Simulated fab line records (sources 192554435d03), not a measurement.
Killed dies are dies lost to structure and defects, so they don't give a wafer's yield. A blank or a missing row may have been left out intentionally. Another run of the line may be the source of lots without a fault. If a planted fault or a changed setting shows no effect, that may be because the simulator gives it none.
Which tool did it? -- flow n5-finfet -- Sampling: 11 lots, 32 wafers, 5 of 1938 route steps

## WHAT THE GAUGES SHOWED, per wafer
N5_BEOL_M15_THK_MEAS_01.
lot,measured,on,M15_ILD_THK (nm)
L568,day 11 12:26,film-metro-01,1611 1624 1623
L572,day 12 17:55,film-metro-02,1627 1649 1635
L571,day 13 05:07,film-metro-01,1644 1660 1682
L573,day 14 07:57,film-metro-02,1632 1644 1659
L578,day 14 21:41,film-metro-01,1610 1623 1638
L576,day 14 22:02,film-metro-01,1651 1660
L579,day 15 11:33,film-metro-01,1633 1663 1653
L587,day 17 01:09,film-metro-02,1620 1656 1639
L590,day 17 03:19,film-metro-02,1644 1646 1643
L588,day 17 08:40,film-metro-02,1621 1634 1646
L591,day 18 11:38,film-metro-02,1618 1629 1625

## WHICH TOOL RAN EACH LOT (tool, then ch and the chambers of the sampled wafers, then the start)
lot,N5_BEOL_M14_DESCUM_33,N5_BEOL_M14_ECD_47,N5_BEOL_M14_CMP_49,N5_BEOL_M15_ILD_DEP_00
L568,"rie-diel-06 ch 1,2, day 11 07:31","ecd-cu-01 ch 1, day 11 11:10","cmp-01 ch 0,2,3, day 11 11:42","pecvd-02 ch 0,1,2, day 11 12:11"
L572,"rie-diel-01 ch 1,2,3, day 12 14:29","ecd-cu-02 ch 0,1, day 12 16:33","cmp-04 ch 1,2,3, day 12 17:04","pecvd-01 ch 1,2, day 12 17:33"
L571,"rie-diel-01 ch 0,2,3, day 13 01:35","ecd-cu-02 ch 0,1, day 13 03:04","cmp-03 ch 1,2,3, day 13 04:21","pecvd-02 ch 0,2, day 13 04:46"
L573,"rie-diel-06 ch 0,2,3, day 14 03:07","ecd-cu-01 ch 1, day 14 06:44","cmp-04 ch 0,1,3, day 14 07:13","pecvd-02 ch 0,1, day 14 07:42"
L578,"rie-diel-01 ch 0,2, day 14 18:21","ecd-cu-01 ch 0,1, day 14 19:53","cmp-04 ch 0,3, day 14 20:50","pecvd-01 ch 1, day 14 21:20"
L576,"rie-diel-06 ch 0,1, day 14 18:44","ecd-cu-01 ch 0,1, day 14 20:32","cmp-01 ch 1,3, day 14 21:18","pecvd-01 ch 1, day 14 21:47"
L579,"rie-diel-01 ch 0,1, day 15 08:28","ecd-cu-01 ch 0,1, day 15 10:10","cmp-03 ch 0,3, day 15 10:51","pecvd-01 ch 0,1,2, day 15 11:18"
L587,"rie-diel-01 ch 0,3, day 16 20:06","ecd-cu-02 ch 0,1, day 16 23:55","cmp-04 ch 0,1,2, day 17 00:27","pecvd-01 ch 0,2, day 17 00:54"
L590,"rie-diel-01 ch 1,2, day 16 20:47","ecd-cu-02 ch 0, day 17 02:00","cmp-01 ch 2,3, day 17 02:37","pecvd-04 ch 0,1, day 17 03:04"
L588,"rie-diel-01 ch 0,2,3, day 17 04:05","ecd-cu-02 ch 0,1, day 17 07:14","cmp-04 ch 1,2,3, day 17 08:03","pecvd-04 ch 0,1,2, day 17 08:25"
L591,"rie-diel-01 ch 0,2,3, day 18 03:30","ecd-cu-02 ch 1, day 18 09:39","cmp-03 ch 1,3, day 18 10:56","pecvd-02 ch 0,1, day 18 11:23"
- N5_BEOL_M14_DESCUM_33: chemistry O2, time 7.9 s.
- N5_BEOL_M14_ECD_47: material Cu, target thk 1248 nm.
- N5_BEOL_M14_CMP_49: polishes, stops on SiO2, t overpolish 5.2 s, target thk 560 nm.
- N5_BEOL_M15_ILD_DEP_00: deposits SiO2 from TEOS/O2, target thk 1629.3 nm, time 346.1 s.

## THE ANSWER, worked out from the rows above alone
Rule: usual is defined by the lots themselves. The widest of any qualifying gaps counts: lots, ordered by their means at a reading, are off when they make up no more than a third of the lots, leave a main group of 4 or more, and stand apart from it by 3 or more times the standard deviation of that group's means. The tables above print the reading to a certain number of digits; a main group whose means all agree to those digits is not used. A lot without any number at a reading at which 4 lots or more have one is off too. The other lots that the step has rows for count as sound.
No lot is off at any reading shown: from this, nothing can be told.

## WHAT THE SIMULATOR PUT IN
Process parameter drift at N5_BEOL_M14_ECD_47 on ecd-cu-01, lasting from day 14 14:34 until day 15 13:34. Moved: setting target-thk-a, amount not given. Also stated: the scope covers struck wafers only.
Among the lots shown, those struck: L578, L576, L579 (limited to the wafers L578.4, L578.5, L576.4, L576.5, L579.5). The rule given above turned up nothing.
